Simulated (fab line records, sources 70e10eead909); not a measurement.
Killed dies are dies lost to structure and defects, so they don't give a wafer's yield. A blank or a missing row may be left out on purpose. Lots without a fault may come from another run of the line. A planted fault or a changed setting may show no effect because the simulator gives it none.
Which tool did it? | flow nand_harc | 12 lots, 36 wafers sampled, at 5 steps of a route of 1302

WHAT THE GAUGES READ, wafer by wafer
NHARC_P_M2_OVL_MEAS_10: pitch 340 nm. Usual: overlay_x_nm 0.0 nm, standard deviation 0.81; overlay_y_nm 0.1 nm, standard deviation 0.9.
lot  | measured     | on         | overlay_x_nm (nm) | overlay_y_nm (nm) | flag
L448 | day 6 08:35  | overlay-01 | 0.6 0.4 0.8       | -0.2 0.2 -0.4     |
L450 | day 7 09:58  | overlay-01 | -1.1 -1.2 -1.2    | 0.8 0.8 1.1       |
L451 | day 7 20:12  | overlay-01 | 0.7 0.3 0.4       | 0.9 0.8 0.8       |
L453 | day 8 08:26  | overlay-02 | -1.8 -1.4 -1.3    | 0.0 0.5 0.4       |
L459 | day 10 22:47 | overlay-01 | 0.6 0.8 -0.4      | 1.4 1.2 1.2       |
L465 | day 13 12:47 | overlay-02 | 0.7 0.8 1.1       | 0.4 0.6 1.2       |
L466 | day 13 20:02 | overlay-01 | 0.5 0.8 0.2       | 0.0 0.4 0.3       |
L467 | day 14 05:13 | overlay-01 | 1.2 0.9 0.3       | 1.0 0.8 1.4       |
L468 | day 14 17:31 | overlay-01 | 0.5 0.1 0.5       | 0.4 -0.1 -0.3     |
L469 | day 15 08:22 | overlay-02 | 0.2 0.8 0.2       | -0.6 -0.7 -0.8    |
L470 | day 15 14:45 | overlay-01 | 0.4 0.4 -0.4      | 1.1 1.4 0.9       |
L471 | day 16 01:59 | overlay-02 | -1.1 -0.8 -0.9    | 0.6 0.3 0.7       |

NHARC_END_SORT_01. Usual: defect_limited_yield 91.7 %, standard deviation 2.5; killed_at_array 52, standard deviation 18; killed_at_other 1.0, standard deviation 1.4; killed_at_periphery 3.1, standard deviation 2.3; killed_dies 56, standard deviation 17; killed_open 3.0, standard deviation 1.7; killed_short 2.5, standard deviation 1.7; sort_bin_2_pct 3.0 %, standard deviation 1.1; sort_bin_3_pct 0.6 %, standard deviation 0.36; sort_bin_4_pct 4.8 %, standard deviation 1.4; sort_n_pass 621, standard deviation 17; sort_rim_yield_pct 91 %, standard deviation 4.6; sort_yield_pct 91.7 %, standard deviation 2.5.
lot  | measured     | on        | defect_limited_yield (%) | killed_at_array | killed_at_other | killed_at_periphery | killed_dies | killed_open | killed_short | sort_bin_2_pct (%) | sort_bin_3_pct (%) | sort_bin_4_pct (%) | sort_n_pass | sort_rim_yield_pct (%) | sort_yield_pct (%) | flag
L450 | day 24 15:41 | prober-02 | 86.0 88.3 86.0           | 93 78 93        | 0 0 0           | 2 1 2               | 95 79 95    | 8 0 1       | 2 1 3        | 4.7 5.0 4.7        | 1.2 1.0 1.9        | 8.1 5.6 7.4        | 582 598 582 | 83 99 90               | 86.0 88.3 86.0     |
L459 | day 29 04:56 | prober-02 | 94.8 95.4 95.9           | 28 27 19        | 6 3 5           | 1 1 4               | 35 31 28    | 3 2 3       | 0 4 5        | 1.8 2.1 1.0        | 0 0 0.3            | 3.4 2.5 2.8        | 642 646 649 | 95 97 97               | 94.8 95.4 95.9     |
L467 | day 31 18:24 | prober-02 | 92.3 93.2 93.6           | 44 36 31        | 2 1 2           | 6 9 10              | 52 46 43    | 4 1 2       | 1 3 0        | 2.2 1.8 2.4        | 0.4 0.6 0.6        | 5.0 4.4 3.4        | 625 631 634 | 94 86 88               | 92.3 93.2 93.6     |
L469 | day 33 05:18 | prober-02 | 91.9 91.3 91.3           | 52 59 56        | 1 0 0           | 2 0 3               | 55 59 59    | 2 0 6       | 3 2 4        | 2.7 3.1 3.7        | 1.2 0.4 0.1        | 4.3 5.2 4.9        | 622 618 618 | 92 93 91               | 91.9 91.3 91.3     |

WHICH TOOL RAN EACH LOT (tool, then ch and the chambers of the sampled wafers, then the start)
lot  | NHARC_P_M1_PRE_CLEAN_32         | NHARC_P_M2_PVD_21            | NHARC_P_M2_CMP_23
L448 | pecvd-01 ch 0,1,2, day 6 07:18  | pvd_sputter-03, day 6 09:55  | cmp-02 ch 2,3, day 6 10:48
L450 | pecvd-01 ch 0,1,2, day 7 08:42  | pvd_sputter-02, day 7 11:19  | cmp-02 ch 2,3, day 7 12:10
L451 | pecvd-01 ch 0,2, day 7 18:49    | pvd_sputter-03, day 7 23:37  | cmp-02 ch 0,1,2, day 8 00:48
L453 | pecvd-02 ch 0,1, day 8 07:06    | pvd_sputter-01, day 8 09:52  | cmp-04 ch 0,1,2, day 8 10:46
L459 | pecvd-01 ch 0,1, day 10 21:06   | pvd_sputter-02, day 11 00:10 | cmp-01 ch 1,3, day 11 01:04
L465 | pecvd-02 ch 1,2, day 13 11:23   | pvd_sputter-03, day 13 14:08 | cmp-01 ch 0,2,3, day 13 15:03
L466 | pecvd-01 ch 0,1,2, day 13 18:46 | pvd_sputter-02, day 13 21:23 | cmp-02 ch 0,1,2, day 13 22:14
L467 | pecvd-03 ch 0,1, day 14 03:50   | pvd_sputter-01, day 14 06:34 | cmp-01 ch 2,3, day 14 07:31
L468 | pecvd-02 ch 0,2, day 14 16:14   | pvd_sputter-03, day 14 18:54 | cmp-01 ch 0,2, day 14 19:46
L469 | pecvd-01 ch 0,2, day 15 06:57   | pvd_sputter-03, day 15 09:43 | cmp-04 ch 0,1,3, day 15 10:38
L470 | pecvd-01 ch 0,1,2, day 15 13:21 | pvd_sputter-01, day 15 16:07 | cmp-02 ch 2,3, day 15 16:58
L471 | pecvd-02 ch 0,1,2, day 16 00:41 | pvd_sputter-01, day 16 03:21 | cmp-04 ch 0,1,3, day 16 04:13
- NHARC_P_M1_PRE_CLEAN_32: time 12 s.
- NHARC_P_M2_PVD_21: deposits Cu, target thk 30 nm, time 20.49 s.
- NHARC_P_M2_CMP_23: polishes, t overpolish 20 s, target thk 144.3 nm.

WHAT THE TOOLS THEMSELVES READ (means of the sampled wafers that have a number; where no wafer has one, the mark that the record gives instead)
NHARC_P_M1_PRE_CLEAN_32. Usual: heater_power_w 638 W, standard deviation 88.
lot  | tool     | heater_power_w (W) | flag
L448 | pecvd-01 | 571                |
L450 | pecvd-01 | 611                |
L451 | pecvd-01 | 547                |
L453 | pecvd-02 | 774                |
L459 | pecvd-01 | 610                |
L465 | pecvd-02 | 701                |
L466 | pecvd-01 | 598                |
L467 | pecvd-03 | 675                |
L468 | pecvd-02 | 660                |
L469 | pecvd-01 | 548                |
L470 | pecvd-01 | 585                |
L471 | pecvd-02 | 669                |

NHARC_P_M2_PVD_21. Usual: cathode_dc_power_W 5000.0 W, standard deviation 0.91; throttle_valve_pct 30.2 %, standard deviation 1.3.
lot  | tool           | cathode_dc_power_W (W) | throttle_valve_pct (%) | flag
L448 | pvd_sputter-03 | 5000.4                 | 30.9                   |
L450 | pvd_sputter-02 | 5000.3                 | 29.2                   |
L451 | pvd_sputter-03 | 5000.3                 | 29.8                   |
L453 | pvd_sputter-01 | 5000.5                 | 31.4                   |
L459 | pvd_sputter-02 | 4935.7                 | 29.2                   | OFF
L465 | pvd_sputter-03 | 5000.6                 | 29.2                   |
L466 | pvd_sputter-02 | 5000.0                 | 30.2                   |
L467 | pvd_sputter-01 | 4999.7                 | 31.9                   |
L468 | pvd_sputter-03 | 5000.5                 | 29.9                   |
L469 | pvd_sputter-03 | 4999.6                 | 29.4                   |
L470 | pvd_sputter-01 | 4999.8                 | 31.4                   |
L471 | pvd_sputter-01 | 4999.2                 | 31.5                   |

NHARC_P_M2_CMP_23. Usual: motor_current_A 12.3 A, standard deviation 0.88; retaining_ring_pressure_frac 1.000, standard deviation 0.0049; time_to_endpoint_s 28 s, standard deviation 3.4.
lot  | tool   | motor_current_A (A) | retaining_ring_pressure_frac | time_to_endpoint_s (s) | flag
L448 | cmp-02 | 12.4                | 0.995                        | 27                     |
L450 | cmp-02 | 12.3                | 1.000                        | 26                     |
L451 | cmp-02 | 12.2                | 1.000                        | 28                     |
L453 | cmp-04 | 11.5                | 0.994                        | 31                     |
L459 | cmp-01 | 11.9                | 1.003                        | 32                     |
L465 | cmp-01 | 12.8                | 0.999                        | 30                     |
L466 | cmp-02 | 12.0                | 1.002                        | 28                     |
L467 | cmp-01 | 12.7                | 1.005                        | 29                     |
L468 | cmp-01 | 13.5                | 1.001                        | 23                     |
L469 | cmp-04 | 12.1                | 0.996                        | 29                     |
L470 | cmp-02 | 11.9                | 1.006                        | 26                     |
L471 | cmp-04 | 12.3                | 1.000                        | 28                     |

THE ANSWER, worked out from the rows above alone
Rule: a lot is off if the mean of its wafers that have a number lies more than 3 standard deviations from the usual mean. A lot without any number at a reading at which 4 lots or more have one is off too. The other lots that the step has rows for count as sound. The gauges are gone through in route order, then the tools' own readings, and for those a lot's mean is taken as printed above. The first step at which some lot is off is used, and at that step the reading that is off furthest; a lot without a number counts as furthest.
Off: L459, at NHARC_P_M2_PVD_21 (cathode_dc_power_W).
A tool fits if, at that step or a process step before it, it ran every lot that is off, and no sound lot after the first of them. None of those tried fits.

WHAT THE SIMULATOR HAD PUT IN
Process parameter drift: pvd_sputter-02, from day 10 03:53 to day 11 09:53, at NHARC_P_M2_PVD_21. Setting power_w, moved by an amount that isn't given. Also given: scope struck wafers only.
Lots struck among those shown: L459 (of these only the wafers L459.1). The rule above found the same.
